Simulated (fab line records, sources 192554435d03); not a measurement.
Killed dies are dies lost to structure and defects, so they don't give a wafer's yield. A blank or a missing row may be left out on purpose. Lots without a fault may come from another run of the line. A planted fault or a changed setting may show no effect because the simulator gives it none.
Split-lot experiment | flow n5_finfet | 7 lots, 39 wafers read, on a route of 1938 steps

THE SPLIT
At N5_BEOL_M13_SPUTTER_44 (material Ta, target thk 10 nm, time 16.13 s), the setting target_thk_a was moved away from the recipe's 100 angstrom on 15 of the 39 wafers read, by -58.3% to -48.6%. The other wafers ran this setting at the recipe's value.

FROM THE SPLIT TO THE READING: what the file shows between them, 3 steps
- N5_BEOL_M13_SPUTTER_45: material Cu, target thk 80 nm, time 13.33 s
- N5_BEOL_M13_ECD_47: material Cu, target thk 936 nm
- N5_BEOL_M13_ANNEAL_48: time 90 s

THE READING
barrier_field_endpoint_s, in s, at N5_BEOL_M13_CMP_49 (polishes, stops on SiOC, t overpolish 17.1 s, target thk 420 nm). Fault-free wafers of this fab line usually give 30.3 s, standard deviation 0.72 s.

wafer  | tool, chamber at the split | target_thk_a as run, angstrom | against the recipe | barrier_field_endpoint_s, s | against lot-mates on the recipe
L075.3 | pvd_sputter-02, -          | 48.55                         | -51.4%             | 24.2                        | -6.5
L075.1 | pvd_sputter-02, -          | 100                           | recipe             | 30.5                        | -
L075.4 | pvd_sputter-02, -          | 48.55                         | -51.4%             | 23.9                        | -6.8
L075.2 | pvd_sputter-02, -          | 100                           | recipe             | 30.9                        | -
L075.5 | pvd_sputter-02, -          | 100                           | recipe             | 30.6                        | -
L075.6 | pvd_sputter-02, -          | 48.55                         | -51.4%             | 24.1                        | -6.6
L077.2 | pvd_sputter-02, -          | 100                           | recipe             | 29.6                        | -
L077.1 | pvd_sputter-02, -          | 48.11                         | -51.9%             | 23.6                        | -6.8
L077.3 | pvd_sputter-02, -          | 48.11                         | -51.9%             | 23.8                        | -6.6
L077.4 | pvd_sputter-02, -          | 48.11                         | -51.9%             | 23.9                        | -6.5
L077.5 | pvd_sputter-02, -          | 100                           | recipe             | 31.2                        | -
L077.6 | pvd_sputter-02, -          | 100                           | recipe             | 30.3                        | -
L080.3 | pvd_sputter-02, -          | 43.61                         | -56.4%             | 22.8                        | -7.7
L080.4 | pvd_sputter-02, -          | 100                           | recipe             | 30.6                        | -
L080.1 | pvd_sputter-02, -          | 100                           | recipe             | 30.7                        | -
L080.2 | pvd_sputter-02, -          | 43.61                         | -56.4%             | 22.8                        | -7.7
L080.6 | pvd_sputter-02, -          | 43.61                         | -56.4%             | 22.2                        | -8.3
L080.5 | pvd_sputter-02, -          | 100                           | recipe             | 30.3                        | -
L081.1 | pvd_sputter-02, -          | 100                           | recipe             | 29.5                        | -
L081.4 | pvd_sputter-02, -          | 100                           | recipe             | 29.8                        | -
L081.2 | pvd_sputter-02, -          | 100                           | recipe             | 30.1                        | -
L081.3 | pvd_sputter-02, -          | 100                           | recipe             | 29.3                        | -
L081.6 | pvd_sputter-02, -          | 100                           | recipe             | 29.9                        | -
L081.5 | pvd_sputter-02, -          | 100                           | recipe             | 29.8                        | -
L086.3 | pvd_sputter-01, -          | 51.39                         | -48.6%             | 24.6                        | -5.5
L086.4 | pvd_sputter-01, -          | 100                           | recipe             | 30.0                        | -
L086.1 | pvd_sputter-01, -          | 100                           | recipe             | 29.3                        | -
L086.2 | pvd_sputter-01, -          | 51.39                         | -48.6%             | 23.9                        | -6.2
L086.5 | pvd_sputter-01, -          | 51.39                         | -48.6%             | 25.0                        | -5.1
L086.6 | pvd_sputter-01, -          | 100                           | recipe             | 31.0                        | -
L089.2 | pvd_sputter-02, -          | 100                           | recipe             | 31.8                        | -
L089.4 | pvd_sputter-02, -          | 100                           | recipe             | 31.1                        | -
L089.5 | pvd_sputter-02, -          | 100                           | recipe             | 30.9                        | -
L091.3 | pvd_sputter-03, -          | 41.69                         | -58.3%             | 23.2                        | -7.6
L091.1 | pvd_sputter-03, -          | 100                           | recipe             | 31.9                        | -
L091.4 | pvd_sputter-03, -          | 41.69                         | -58.3%             | 23.3                        | -7.5
L091.2 | pvd_sputter-03, -          | 100                           | recipe             | 30.4                        | -
L091.5 | pvd_sputter-03, -          | 100                           | recipe             | 30.2                        | -
L091.6 | pvd_sputter-03, -          | 41.69                         | -58.3%             | 25.1                        | -5.7

THE FIT
A straight line over all 39 wafers: barrier_field_endpoint_s changes by +0.125 s for each +1% of target_thk_a; r = +0.98; the points scatter about the line by 0.7 s.
The same after taking each lot's own level away (the mean of its wafers on the recipe; 39 wafers): +0.127 s for each +1%; r = +0.99; scatter 0.57 s.
On that fit, the largest move of target_thk_a shifts the reading by 7.4 s.
The lots' own levels span 29.73 to 31.27 s, that is 2.1 times the standard deviation above.
So the lot-to-lot level changes the slope little: the two slopes agree.
Check: with one of the wafers moved furthest among these (-58.3%) left out of the fit, the line predicts -7.36 s for it against its lot-mates. It came out at -7.63 s against them.

OTHER SPLITS ON THESE WAFERS
These wafers also went through other splits before the reading. Each is held against what the fit with the lots' levels taken away leaves over:
other split on the same wafers   | wafers away from the commonest value | r with barrier_field_endpoint_s (lot level and that fit taken away)
N5_BEOL_M8_TRENCH_ETCH_37 time_s | 12                                   | -0.16

THE WHOLE CHAIN: every reading that the file lists as answering this split, in the file's order
step                   | what it does                                                    | reading                                                                           | change (the file's fit)              | r (the file's)
N5_BEOL_M13_SPUTTER_44 | material Ta, target thk 10 nm, time 16.13 s                     | Ta_of_BEOL_M13_SPUTTER_44.thk_nm (the simulator's own value, which no gauge read) | +0.1 nm for each +1% of the setting  | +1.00
N5_BEOL_M13_CMP_49     | polishes, stops on SiOC, t overpolish 17.1 s, target thk 420 nm | barrier_field_endpoint_s                                                          | +0.127 s for each +1% of the setting | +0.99

THE FILE'S OWN FIT
barrier_field_endpoint_s changes by +0.127 s for each +1% of target_thk_a, r = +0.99.
